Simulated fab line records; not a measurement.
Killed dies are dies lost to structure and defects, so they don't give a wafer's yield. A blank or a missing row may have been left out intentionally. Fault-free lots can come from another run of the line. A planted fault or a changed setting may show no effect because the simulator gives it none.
Chamber matching    flow n5-finfet    N5_BEOL_M11_STRIP_19 on rie-diel-04: 4 sister chambers
The step strips in O2. 4 wafers are shown with their chamber, then 10 later ones without.

WAFERS WITH THEIR CHAMBER
wafer   chamber  drypump-motor-current-A (A)
L082.5  3        6.7
L088.6  2        6.1
L089.2  1        5.4
L089.3  0        5.4

WAFERS WHOSE CHAMBER IS MISSING
wafer   drypump-motor-current-A (A)
L089.5  6.8
L092.2  5.4
L092.3  5.4
L092.5  6.1
L093.1  6.8
L093.4  5.4
L093.6  5.4
L096.3  6.1
L096.4  6.8
L096.5  6.7

CHAMBER TAKEN BY EACH
wafer   from the rows above      in truth
L089.5  3                        3
L092.2  can't be placed: 0 or 1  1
L092.3  can't be placed: 0 or 1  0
L092.5  2                        2
L093.1  3                        3
L093.4  can't be placed: 0 or 1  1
L093.6  can't be placed: 0 or 1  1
L096.3  2                        2
L096.4  3                        3
L096.5  3                        3
Correctly placed: 6 of 10. Cannot be placed on the basis of these rows: 4; the candidates contain the true chamber in 4. Placed wrongly: 0.
How it was worked out, from the rows above alone: a wafer's distance from a chamber is the root of the sum, over the readings, of the square of ((its reading less the chamber's mean) divided by the reading's scatter). The wafer belongs to the nearest chamber; if the next one is less than 2 further off, it can't be placed. Each chamber's mean is taken over the wafers shown for it. The scatter: with one shown wafer a chamber, the root of the mean of the squares of how far each hidden wafer lies from its nearest shown one.
